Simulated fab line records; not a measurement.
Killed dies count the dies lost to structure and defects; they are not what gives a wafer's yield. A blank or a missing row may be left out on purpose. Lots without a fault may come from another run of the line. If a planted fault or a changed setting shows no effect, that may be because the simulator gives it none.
A lot that was struck, set against a sound lot    flow n5_finfet    13 steps out of a route of 1938
Sound: wafers L534.1, L534.2, L534.4. Struck: wafer L531.3. Last of all comes the cause.
Per side, at each step with rows, come the tool, then ch with its chambers, and then its first start. Under that, the readings that differ: sound wafers    struck wafers    difference of the means    sigmas: that difference in standard deviations of wafers without a fault.
alike: same words and numbers on both sides, and readings whose means sit less than 2 such deviations apart. not compared: any withheld reading, any reading some wafer has no value for, any bound like >300 that may hide the same value, and any number with overlapping values for which the record gives no deviation.
Wherever a step has rows on one side only, a row that says differs or no value, or a row with sigmas, the two part there. Numbers that don't overlap but have no deviation are shown without sigmas and don't part them. A reading that every wafer of one side lacks parts them only if that side has two wafers or more.

first, 2 steps without rows for these wafers: N5_BEOL_M10_PRECLEAN_42 (cleans in residue remover, time 60 s); N5_BEOL_M10_SRD_43 (time 30 s).
N5_BEOL_M10_CD_MEAS_35: target cd 70 nm.
  struck on cd_sem-01, day 15 02:43; sound on cd_sem-03, day 16 02:28
  alike: cd_nm
N5_BEOL_M10_CURE_72: cures SiCOH lowk, time 120 s.
  sound on uv_cure-02 ch 0, day 16 02:31; struck on uv_cure-01 ch 2, day 15 02:52
  alike: lamp_power_pct, wafer_temp_C_max
then, 1 step without rows for these wafers: N5_BEOL_M10_DEGAS_44 (time 60 s).
N5_BEOL_M10_PRE_CLEAN_45: time 30 s.
  struck on pvd_sputter-03, day 15 03:35; sound on pvd_sputter-03, day 16 02:59
  alike: heater_power_w
N5_BEOL_M10_ALD_74: deposits TaN, target thk 2 nm, pulse time 2 s, purge time 3 s.
  sound on ald_metal-01 ch 0,2,3, day 16 03:04; struck on ald_metal-01 ch 0, day 15 03:40
  alike: heater_power_outer_w, heater_power_w, precursor_vessel_pressure_torr
then, 2 steps without rows for these wafers: N5_BEOL_M10_SURFACE_TREAT_76; N5_BEOL_M10_CVD_75 (deposits Co from CCTBA/H2, target thk 2 nm, time 138.9 s).
N5_BEOL_M10_SPUTTER_48: material Cu, target thk 12 nm, time 2 s.
  struck on pvd_sputter-01, day 15 04:17; sound on pvd_sputter-03, day 16 03:37
  alike: throttle_valve_pct
then, 1 step without rows for these wafers: N5_BEOL_M10_ECD_50 (material Cu, target thk 318 nm).
N5_BEOL_M10_ANNEAL_51: time 90 s.
  sound on rtp_anneal-01 ch 0, day 16 04:10; struck on rtp_anneal-01 ch 0, day 15 04:37
  alike: anneal_temp_c_max, wafer_temp_C_max
N5_BEOL_M10_CMP_52: polishes, stops on SiCOH lowk, t overpolish 7 s, target thk 140 nm.
  sound on cmp-01 ch 0,1,3, day 16 04:28; struck on cmp-03 ch 2, day 15 04:56
reading                       sound                 struck  difference  sigmas
barrier_field_endpoint_s (s)  28.5 28.4 28.8        30.0    +1.4        +2
head_pressure_psi (psi)       1.0030 1.0047 0.9993  0.9972  -0.0051     -2
platen_rpm (rpm)              50.00 50.04 50.01     48.03   -1.99       -62
  alike: edge_zone_pressure_frac, motor_current_A, overpolish_run_s, time_to_endpoint_s

== WHERE THEY PART ==
At N5_BEOL_M10_CMP_52 and nowhere else, as far as this record goes.

WHY: the cause the simulator had injected
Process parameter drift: cmp-03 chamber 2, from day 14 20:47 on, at N5_BEOL_M10_CMP_52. Setting platen_rpm shifted by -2 from 50. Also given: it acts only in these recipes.
